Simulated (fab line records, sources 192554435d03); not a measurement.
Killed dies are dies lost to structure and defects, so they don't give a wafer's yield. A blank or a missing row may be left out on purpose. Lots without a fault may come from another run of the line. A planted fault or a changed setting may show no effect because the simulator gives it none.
fab line records | flow n5_finfet
record lots=5 wafers=15 last_day=17
route steps=1938 shown MOL_CONTACT_COAG@615 BEOL_M4@1111 PASSIVATION@1936
lots that met no fault: from a run of the same line without faults
start_h: hours from the record's first day to the start of the lot's first wafer shown | wait_h: hours since the lot's step before | " the same as in the row above | L1.1+2: a row that stands for several wafers | - no value, or no start given | * or withheld: withheld | < > ~ a bound
route shown NAME@n: a module of which the file shows steps, and the number in the route of the first | usual: mean/standard deviation of fault-free wafers | same: alike in all rows | chamber/n: place in a boat | sites: the reading at each site | _std_site: their standard deviation | _edge_site: outer sites' mean less inner sites' | radius_mm: how far each site lies from the wafer's centre | mask NAME#n: copy n | behind: the tool/chamber that last shaped the wafer | hold: why the lot was held/for how many hours/how that ended | device: the transistor (n, p or np) that didn't switch | end of line: the same wafers' tests at the end of the route | a step without rows: its recipe alone | killed: dies lost to structure and defects at the first sort, not the wafer's yield | map: a wafer's dies, x killed, . not, _ none there
set.NAME: the setting as run; set.NAME@STEP: as run at that earlier step | model.NAME: the simulator's own value behind a step, which no gauge read
lots at some steps of the route; a table a step, a row a wafer
services: from which hour (start_h, from the record's first day; less than 0 if before it) a tool's chamber was out of use, for how many hours, and why
## steps
# step N5_MOL_CONTACT_COAG_VIA_ETCH_117
# recipe chemistry=C4F6/O2 target_depth_a=400 overetch_a=80 mask_material=SOC target=SiO2 bias_w=455 pressure_mtorr=10 time_s=26 source_w=325 Ar_flow_sccm=300 C4F6_flow_sccm=10 O2_flow_sccm=10 ion_energy_ev=575.3 ends=end_point
# usual drypump_motor_current_A=5.5/0.42 oes_product_au=0.73/0.081 rf_fwd_power_W=320.1/1.4 rf_vpp_V=1587/25 showerhead_plenum_p_Torr=2.85/0.086 throttle_valve_pct=41.2/0.32
# columns lot.wafer tool chamber start_h wait_h drypump_motor_current_A oes_product_au rf_fwd_power_W rf_hours_counter_h rf_vpp_V showerhead_plenum_p_Torr throttle_valve_pct
L225.2 rie_diel-03 0 117.19 0.0 5.4 0.64 322.3 213 1607 2.70 41.1
L225.3 " 3 " " 6.2 0.77 321.1 57 1545 2.88 40.9
L225.5 " 0 " " 5.4 0.64 322.4 - 1608 2.70 41.1
L228.3 rie_diel-06 0 141.68 0.0 5.8 0.64 319.2 203 1595 2.82 40.9
L228.4 " 2 " " 5.4 0.84 320.9 14 1610 3.02 40.9
L228.5 " 1 " " 5.3 0.64 320.5 - 1575 2.95 41.7
L235.2 rie_diel-03 0 183.13 0.0 5.4 0.62 321.3 235 1608 2.69 41.1
L235.5 " 0 " " 5.4 0.63 323.6 - 1608 2.69 41.1
L235.6 " 1 " " 6.2 0.62 318.4 - 1597 2.82 41.8
L236.2 rie_diel-02 2 190.33 0.0 5.7 0.75 320.9 49 1582 2.78 41.4
L236.3 " 1 " " 6.2 0.67 319.3 127 1557 2.83 41.0
L236.6 " 3 " " 5.1 0.74 319.3 - 1604 2.89 41.5
L244.2 rie_diel-03 2 236.40 0.0 5.5 0.67 322.3 154 1649 2.95 41.4
L244.3 " 3 " " 6.2 0.72 318.9 102 1542 2.86 40.9
L244.6 " 3 " " 6.2 0.72 319.4 - 1543 2.86 40.9
# step N5_MOL_CONTACT_COAG_ETCH_124
# recipe chemistry=CH3F/O2 target=SiNx target_depth_a=65 mask_material=SOC stop_on=SiOC over_etch_frac=0.3 ion_energy_ev=120 pressure_mtorr=30 source_w=395 bias_w=73 Ar_flow_sccm=150 CH3F_flow_sccm=30 O2_flow_sccm=20 ends=end_point
# usual drypump_motor_current_A=5.5/0.42 oes_product_au=0.70/0.079 rf_fwd_power_W=390.8/1.6 rf_vpp_V=297/4.9 showerhead_plenum_p_Torr=2.01/0.063 throttle_valve_pct=16.33/0.23
# same over_etch_frac=0.3
# columns lot.wafer tool chamber start_h wait_h drypump_motor_current_A oes_product_au rf_fwd_power_W rf_hours_counter_h rf_vpp_V showerhead_plenum_p_Torr throttle_valve_pct
L225.2 rie_diel-03 0 117.22 0.0 5.4 0.61 391.6 213 303 1.89 16.35
L225.3 " 3 " " 6.2 0.74 390.6 57 289 2.03 16.06
L225.5 " 0 " " 5.4 0.61 391.2 - 301 1.89 16.37
L228.3 rie_diel-06 0 141.71 0.0 5.8 0.61 390.5 203 298 1.98 16.29
L228.4 " 2 " " 5.4 0.81 392.2 14 303 2.13 15.86
L228.5 " 1 " " 5.3 0.61 390.6 - 295 2.08 16.65
L235.2 rie_diel-03 0 183.15 0.0 5.4 0.60 392.4 235 302 1.89 16.40
L235.5 " 0 " " 5.4 0.60 392.3 - 301 1.89 16.41
L235.6 " 1 " " 6.2 0.60 388.0 - 300 1.99 16.88
L236.2 rie_diel-02 2 190.35 0.0 5.7 0.73 393.0 49 296 1.96 16.37
L236.3 " 1 " " 6.2 0.63 388.4 127 293 2.00 16.36
L236.6 " 3 " " 5.1 0.71 392.3 - 301 2.03 16.29
L244.2 rie_diel-03 2 236.43 0.0 5.5 0.64 394.8 154 311 2.08 16.44
L244.3 " 3 " " 6.2 0.70 389.3 102 288 2.02 16.15
L244.6 " 3 " " 6.2 0.69 390.4 - 288 2.02 16.16
# step N5_MOL_CONTACT_COAG_ETCH_48
# recipe chemistry=C4F6/O2 target_depth_a=150 overetch_a=45 mask_material=SOC target=SiOC bias_w=465 pressure_mtorr=10 time_s=17 source_w=335 Ar_flow_sccm=300 C4F6_flow_sccm=10 O2_flow_sccm=10 ion_energy_ev=576
# usual drypump_motor_current_A=5.5/0.42 oes_product_au=0.66/0.083 rf_fwd_power_W=332.2/1.3 rf_vpp_V=1589/25 showerhead_plenum_p_Torr=2.85/0.086 throttle_valve_pct=40.7/0.31
# columns lot.wafer tool chamber start_h wait_h drypump_motor_current_A oes_product_au rf_fwd_power_W rf_hours_counter_h rf_vpp_V showerhead_plenum_p_Torr throttle_valve_pct
L225.2 rie_diel-03 0 117.26 0.0 5.4 0.54 331.5 213 1609 2.70 40.6
L225.3 " 3 " " 6.2 0.66 333.0 57 1545 2.88 40.4
L225.5 " 0 " " 5.4 0.60 332.6 - 1611 2.70 40.6
L228.3 rie_diel-06 0 141.75 0.0 5.8 0.59 334.5 203 1597 2.82 40.4
L228.4 " 2 " " 5.4 0.78 333.0 14 1613 3.02 40.5
L228.5 " 1 " " 5.3 0.59 332.9 - 1577 2.95 41.2
L235.2 rie_diel-03 0 183.19 0.0 5.4 0.56 335.5 235 1610 2.69 40.6
L235.5 " 0 " " 5.4 0.56 335.3 - 1611 2.69 40.6
L235.6 " 1 " " 6.2 0.58 330.3 - 1599 2.82 41.3
L236.2 rie_diel-02 2 190.39 0.0 5.7 0.65 332.6 49 1585 2.79 40.9
L236.3 " 1 " " 6.2 0.57 329.8 127 1561 2.83 40.6
L236.6 " 3 " " 5.1 0.69 333.7 - 1606 2.89 41.0
L244.2 rie_diel-03 2 236.47 0.0 5.5 0.59 332.9 154 1650 2.95 40.9
L244.3 " 3 " " 6.2 0.66 331.8 102 1546 2.86 40.5
L244.6 " 3 " " 6.2 0.61 331.0 - 1546 2.86 40.5
# step N5_MOL_CONTACT_COAG_STRIP_72
# recipe chemistry=N2/H2 power_w=450 temp_c=40 pressure_mtorr=20 rf_frequency_hz=6e+07 overash_fraction=3 bias_power_w=7 h2_frac=0.5 n2_flow_sccm=200 h2_flow_sccm=200
# usual drypump_motor_current_A=5.5/0.42 oes_product_au=0.81/0.094 rf_vpp_V=59.1/1.9 showerhead_plenum_p_Torr=2.55/0.083 throttle_valve_pct=23.72/0.23
# same overash_fraction=3
# columns lot.wafer tool chamber start_h wait_h drypump_motor_current_A oes_product_au rf_hours_counter_h rf_vpp_V showerhead_plenum_p_Torr throttle_valve_pct
L225.2 rie_diel-03 0 117.31 0.0 5.4 0.72 213 59.4 2.40 23.54
L225.3 " 3 " " 6.2 0.88 58 57.1 2.59 23.53
L225.5 " 0 " " 5.4 0.70 - 60.3 2.40 23.56
L228.3 rie_diel-06 0 141.80 0.0 5.8 0.70 203 59.5 2.52 23.43
L228.4 " 2 " " 5.4 0.93 14 57.7 2.71 23.46
L228.5 " 1 " " 5.3 0.69 - 61.5 2.64 24.09
L235.2 rie_diel-03 0 183.25 0.0 5.4 0.69 235 60.8 2.39 23.56
L235.5 " 0 " " 5.4 0.70 - 56.5 2.39 23.59
L235.6 " 1 " " 6.2 0.69 - 55.5 2.51 24.29
L236.2 rie_diel-02 2 190.45 0.0 5.8 0.89 49 59.2 2.47 23.72
L236.3 " 1 " " 6.2 0.74 127 60.5 2.57 23.78
L236.6 " 3 " " 5.1 0.81 - 60.3 2.57 23.73
L244.2 rie_diel-03 2 236.52 0.0 5.5 0.75 154 61.5 2.65 24.02
L244.3 " 3 " " 6.2 0.80 102 60.7 2.57 23.63
L244.6 " 3 " " 6.2 0.82 - 60.1 2.57 23.58
# step N5_MOL_CONTACT_COAG_STRIP_49
# recipe chemistry=N2/H2 time_s=30 power_w=1000 temp_c=250 pressure_mtorr=withheld n2_flow_sccm=1750 h2_flow_sccm=3250
# step N5_MOL_CONTACT_COAG_PRECLEAN_138
# recipe chemistry=alkaline_clean temp_c=60 time_s=60 do_ppb=50
# step N5_MOL_CONTACT_COAG_SRD_139
# recipe dry=ipa_marangoni time_s=30 temp_c=23 rinse_liquid=diw
# step N5_MOL_CONTACT_COAG_CD_MEAS_101
# recipe target_cd_nm=16
# usual cd_nm=16.0/0.33
# columns lot.wafer tool chamber start_h wait_h cd_nm
L225.2 cd_sem-03 - 117.54 0.0 15.4
L225.3 " - " " 16.6
L225.5 " - " " 16.0
L228.3 cd_sem-02 - 142.04 0.0 16.2
L228.4 " - " " 16.1
L228.5 " - " " 16.7
L235.2 cd_sem-01 - 183.48 0.0 15.6
L235.5 " - " " 15.8
L235.6 " - " " 15.8
L236.2 cd_sem-03 - 190.68 0.0 16.0
L236.3 " - " " 15.9
L236.6 " - " " 15.7
L244.2 cd_sem-02 - 236.76 0.0 16.0
L244.3 " - " " 15.8
L244.6 " - " " 16.5
# step N5_MOL_CONTACT_COAG_PRE_CLEAN_121
# recipe gas=H2/He time_s=* temp_c=withheld
# step N5_MOL_CONTACT_COAG_CVD_140
# recipe material=W target_thk_a=665 mode=selective_fill temp_c=300 time_s=215
# usual heater_power_w=489/58
# columns lot.wafer tool chamber start_h wait_h heater_power_w
L225.2 cvd_w-02 0 117.84 0.2 459
L225.3 " 0 " " 458
L225.5 " 0 " " 465
L228.3 cvd_w-01 1 142.24 0.1 582
L228.4 " 0 " " 433
L228.5 " 0 " " 462
L235.2 cvd_w-02 1 183.61 0.1 454
L235.5 " 1 " " 463
L235.6 " 0 " " 451
L236.2 cvd_w-02 1 190.81 0.1 475
L236.3 " 1 " " 469
L236.6 " 0 " " 452
L244.2 cvd_w-02 1 236.89 0.1 478
L244.3 " 0 " " 464
L244.6 " 1 " " 468
# step N5_MOL_CONTACT_COAG_PRECLEAN_127
# recipe chemistry=DIW time_s=57.5 temp_c=23
# step N5_MOL_CONTACT_COAG_SRD_128
# recipe dry_time_s=32 dry=n2_spin spin_rpm=1500
# step N5_MOL_CONTACT_COAG_CMP_52
# recipe stop_on=SiO2 t_overpolish_s=1.5 post_cmp_clean=w_dilute_nh4oh down_force_psi=4 platen_rpm=50.289 pad_velocity_m_s=1.0006 target_thk_nm=66.5
# usual motor_current_A=11.6/1.4 overpolish_run_s=1.499/0.0086 platen_rpm=50.28/0.036 slurry_filter_dp_kPa=13.51/0.14 slurry_flow_ml_min=149.9/0.51 time_to_endpoint_s=12.1/2.6
# columns lot.wafer tool chamber start_h wait_h motor_current_A overpolish_run_s platen_rpm slurry_filter_dp_kPa slurry_flow_ml_min time_to_endpoint_s
L225.3 cmp-02 3 118.32 0.0 10.6 1.493 50.27 13.56 150.4 13.3
L225.2 " 0 " " 11.0 1.501 50.26 13.52 150.1 12.1
L225.5 " 0 " " 10.1 1.495 50.24 13.60 150.3 10.8
L228.3 cmp-04 0 142.48 0.0 9.9 1.496 50.26 13.60 148.9 13.3
L228.4 " 3 " " 11.4 1.500 50.31 13.50 150.1 14.7
L228.5 " 0 " " 10.0 1.507 50.25 13.52 149.5 12.8
L235.2 cmp-04 2 183.97 0.1 14.2 1.505 50.24 13.48 150.1 11.1
L235.6 " 1 " " 12.8 1.502 52.31 13.32 150.0 10.6
L235.5 " 2 " " 15.4 1.492 50.24 13.48 149.9 11.3
L236.3 cmp-02 1 191.17 0.1 10.9 1.506 50.32 13.53 149.9 10.1
L236.2 " 2 " " 12.1 1.503 50.29 13.47 150.2 11.1
L236.6 " 1 " " 10.2 1.503 50.31 13.52 150.0 5.7
L244.3 cmp-02 3 237.29 0.0 10.4 1.494 50.28 13.54 149.4 13.2
L244.2 " 2 " " 12.3 1.499 50.30 13.42 150.4 11.0
L244.6 " 3 " " 10.6 1.499 50.34 13.34 149.5 12.0
# step N5_MOL_CONTACT_COAG_THK_MEAS_53
# recipe reads=SiO2_of_MOL_CONTACT_COAG_PECVD_31
# usual VIA_MOL_THK=43.9/0.63
# columns lot.wafer tool chamber start_h wait_h VIA_MOL_THK[nm]
L225.2 film_metro-02 - 118.62 - 43.7
L225.3 " - " " 43.9
L225.5 " - " " 44.6
L228.3 film_metro-01 - 142.78 - 43.8
L228.4 " - " " 44.7
L228.5 " - " " 44.2
L235.2 film_metro-01 - 184.22 - 42.9
L235.5 " - " " 43.5
L235.6 " - " " 44.2
L236.2 film_metro-01 - 191.42 - 42.4
L236.3 " - " " 43.3
L236.6 " - " " 43.4
L244.2 film_metro-02 - 237.58 - 43.1
L244.3 " - " " 43.4
L244.6 " - " " 44.4
# step N5_BEOL_M4_RC_MEAS_101
# usual DIBL_N=36.8/2.1 DIBL_P=37.1/2.2 IOFF_N=0.18/0.037 IOFF_P=0.23/0.041 ION_N=682/13 ION_P=467/8.6 SS_N=71.7/0.61 SS_P=73.5/0.6 VT_N=248/3.4 VT_P=-249/3.5
# columns lot.wafer tool chamber start_h wait_h DIBL_N[mV/V] DIBL_P[mV/V] IOFF_N[nA/um] IOFF_P[nA/um] ION_N[uA/um] ION_P[uA/um] SS_N[mV/dec] SS_P[mV/dec] VT_N[mV] VT_P[mV]
L225.2 prober-02 0 182.50 0.2 36.2 36.3 0.16 0.21 659 453 71.0 73.0 248 -250
L225.3 " 0 " " 38.0 38.2 0.20 0.24 702 469 71.2 74.3 245 -247
L225.5 " 0 " " 36.8 36.6 0.17 0.21 675 458 71.2 73.3 248 -253
L228.3 prober-01 0 205.91 0.3 38.0 39.1 0.18 0.23 674 459 72.8 73.4 248 -251
L228.4 " 0 " " 39.0 39.5 0.20 0.24 669 460 72.3 74.0 251 -254
L228.5 " 0 " " 37.6 38.6 0.17 0.21 663 454 71.7 73.1 249 -251
L235.2 prober-01 0 256.31 0.2 39.6 39.3 0.23 0.30 699 476 72.4 73.4 244 -246
L235.5 " 0 " " 39.8 37.5 0.21 0.26 697 471 72.0 73.6 245 -244
L235.6 " 0 " " 38.0 35.2 0.16 0.22 680 467 71.9 73.2 249 -249
L236.2 prober-01 0 258.90 0.2 38.8 41.1 0.22 0.27 707 472 71.9 74.2 243 -245
L236.3 " 0 " " 35.5 36.7 0.15 0.20 693 468 71.5 73.1 247 -248
L236.6 " 0 " " 35.2 36.6 0.14 0.20 685 466 71.5 72.9 251 -247
L244.2 prober-01 0 296.57 0.2 34.0 35.4 0.14 0.17 673 462 70.9 73.7 250 -253
L244.3 " 0 " " 36.0 38.7 0.17 0.22 686 467 71.6 73.3 251 -252
L244.6 " 0 " " 33.6 34.5 0.13 0.16 679 466 71.2 72.7 251 -254
# step N5_PASSIVATION_PROBE_49
# usual defect_limited_yield=91.0/1.4 killed_at_M0_to_M3=35/10 killed_at_M4_up=13/6 killed_at_contacts=13/6.4 killed_at_front_end=42/12 killed_at_other=3.2/2.4 killed_dies=107/17 killed_open=69/13 killed_short=33/7.3 sort_bin_5_function=5.3/0.92 sort_bin_6_memory=3.3/0.66 sort_n_pass=1073/17 sort_yield_pct=90.9/1.4
# same gross_dies=1180 killed_at_back_side=0 sort_bin_4_leakage[%]=0 sort_bin_8_speed[%]=0
# columns lot.wafer tool chamber start_h wait_h defect_limited_yield[%] killed_at_M0_to_M3 killed_at_M4_up killed_at_contacts killed_at_front_end killed_at_other killed_dies killed_open killed_short sort_bin_5_function[%] sort_bin_6_memory[%] sort_n_pass sort_yield_pct[%]
L225.2 prober-01 - 283.28 0.1 92.1 27 18 8 38 2 93 57 32 4.4 3.5 1087 92.1
L225.3 prober-01 - 283.33 0.1 92.1 38 11 4 38 2 93 47 43 4.5 3.1 1087 92.1
L225.5 prober-01 - 283.43 0.2 90.8 23 28 3 52 2 108 76 30 4.8 4.2 1072 90.8
L228.3 prober-01 - 312.51 0.1 89.6 41 13 13 54 2 123 79 39 5.8 4.2 1057 89.6
L228.4 prober-01 - 312.56 0.2 89.7 32 18 19 50 2 121 79 36 6.1 3.7 1059 89.7
L228.5 prober-01 - 312.61 0.2 87.3 32 18 31 64 5 150 92 42 7.6 3.9 1030 87.3
L235.2 prober-02 - 369.31 0.4 90.8 22 31 14 38 4 109 70 33 4.7 3.9 1071 90.8
L235.5 prober-02 - 369.46 0.5 88.6 37 27 23 42 6 135 91 37 6.4 4.5 1045 88.6
L235.6 prober-02 - 369.51 0.6 92.2 31 17 8 36 0 92 63 25 4.8 2.9 1088 92.2
# killed by level:class
L225.2 STI_FIN_REVEAL:geometric_particle:open=10 FIN_SAQP:geometric_particle:short=6 BEOL_M4:geometric_particle:open=6 BEOL_M0_SAQP:geometric_particle:open=5 BEOL_M1:geometric_particle:open=5 MOL_CONTACT_COAG:geometric_particle:open=4 BEOL_M2:geometric_particle:open=4 BEOL_M3:geometric_particle:open=4
L225.3 FIN_SAQP:geometric_particle:short=8 BEOL_M0_SAQP:geometric_particle:open=8 BEOL_M0_SAQP:geometric_particle:short=8 GATE_CUT:geometric_particle:short=6 BEOL_M3:geometric_particle:open=6 STI_FIN_REVEAL:geometric_particle:open=5 BEOL_M4:geometric_particle:open=5 STI_FIN_REVEAL:geometric_particle:short=4
L225.5 BEOL_M4:geometric_particle:open=17 FIN_SAQP:geometric_particle:open=12 GATE_CUT:geometric_particle:short=11 BEOL_M0_SAQP:geometric_particle:open=10 STI_FIN_REVEAL:geometric_particle:open=6 GATE_CUT:geometric_particle:open=6 DUMMY_GATE:geometric_particle:open=4 STARTING-WAFER:geometric_particle:short=4
L228.3 FIN_SAQP:geometric_particle:open=20 BEOL_M3:geometric_particle:open=15 MOL_CONTACT_COAG:geometric_particle:open=11 FIN_SAQP:geometric_particle:short=10 GATE_CUT:geometric_particle:open=5 GATE_CUT:geometric_particle:short=5 BEOL_M0_SAQP:geometric_particle:short=5 BEOL_M3:geometric_particle:short=5
L228.4 FIN_SAQP:geometric_particle:open=19 MOL_CONTACT_COAG:geometric_particle:open=14 FIN_SAQP:geometric_particle:short=9 BEOL_M4:geometric_particle:open=9 BEOL_M0_SAQP:geometric_particle:open=8 BEOL_M0_SAQP:geometric_particle:short=8 GATE_CUT:geometric_particle:open=6 MOL_CONTACT_COAG:geometric_particle:short=5
L228.5 MOL_CONTACT_COAG:geometric_particle:open=21 FIN_SAQP:geometric_particle:open=19 FIN_SAQP:geometric_particle:short=14 BEOL_M4:geometric_particle:open=8 MOL_CONTACT_COAG:geometric_particle:short=7 BEOL_M3:geometric_particle:open=7 BEOL_M0_SAQP:geometric_particle:open=6 STARTING-WAFER:geometric_particle:open=6
L235.2 STI_FIN_REVEAL:geometric_particle:open=17 MOL_CONTACT_COAG:geometric_particle:open=12 BEOL_M4:geometric_particle:open=9 BEOL_M3:geometric_particle:short=6 STI_FIN_REVEAL:geometric_particle:short=5 BEOL_M3:geometric_particle:open=5 BEOL_M5:geometric_particle:open=4 BEOL_M6:geometric_particle:open=4
L235.5 STI_FIN_REVEAL:geometric_particle:open=22 MOL_CONTACT_COAG:geometric_particle:open=16 BEOL_M4:geometric_particle:open=12 BEOL_M0_SAQP:geometric_particle:open=10 FIN_SAQP:geometric_particle:short=7 MOL_CONTACT_COAG:geometric_particle:short=7 BEOL_M3:geometric_particle:open=7 BEOL_M4:geometric_particle:short=4
L235.6 STI_FIN_REVEAL:geometric_particle:open=13 BEOL_M4:geometric_particle:open=13 MOL_CONTACT_COAG:geometric_particle:open=7 BEOL_M2:geometric_particle:open=7 DUMMY_GATE:geometric_particle:open=5 BEOL_M0_SAQP:geometric_particle:open=5 BEOL_M1:geometric_particle:open=5 STI_FIN_REVEAL:geometric_particle:short=4
## services
# columns tool chamber start_h hours kind
cmp-04 - 99.01 1.8 repair
rie_diel-06 3 100.73 - clean
rie_diel-06 3 100.73 - consumable_replace:focus_ring
rie_diel-06 3 100.73 17.1 scheduled_down
rie_diel-06 3 100.73 17.1 vent_cycle
rie_diel-02 0 101.98 - clean
rie_diel-02 0 101.98 - consumable_replace:focus_ring
rie_diel-02 0 101.98 18.6 scheduled_down
cvd_w-02 1 103.98 15.5 repair
cmp-02 - 113.88 0.6 repair
rie_diel-06 1 126.45 1.2 repair
cvd_w-01 - 131.26 1.5 repair
cmp-04 - 160.39 5.2 repair
cvd_w-01 0 167.02 13.7 repair
rie_diel-06 - 178.23 14.6 pm
cmp-04 - 186.80 5.9 pm
cmp-02 - 194.17 4.0 pm
cvd_w-01 1 208.78 3.3 repair
rie_diel-06 2 210.88 4.2 repair
rie_diel-03 0 221.15 - clean
rie_diel-03 0 221.15 - consumable_replace:focus_ring
rie_diel-03 0 221.15 - consumable_replace:showerhead
rie_diel-03 0 221.15 18.5 scheduled_down
rie_diel-03 0 221.15 18.5 vent_cycle
## key
first_sign step=N5_MOL_CONTACT_COAG_CMP_52 reading=platen_rpm direction=up sigmas=56 usual=50.28 struck=52.31
effect none on later readings
met_at N5_MOL_CONTACT_COAG_CMP_52
struck_wafers L235.6
fault kind=process_parameter_drift tool=cmp-04 chamber=1 onset_h=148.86 steps=N5_MOL_CONTACT_COAG_CMP_52 channel=platen_rpm offset=2.0116 shape=step end_h=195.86 acts_in=these_recipes_only stated=50.289
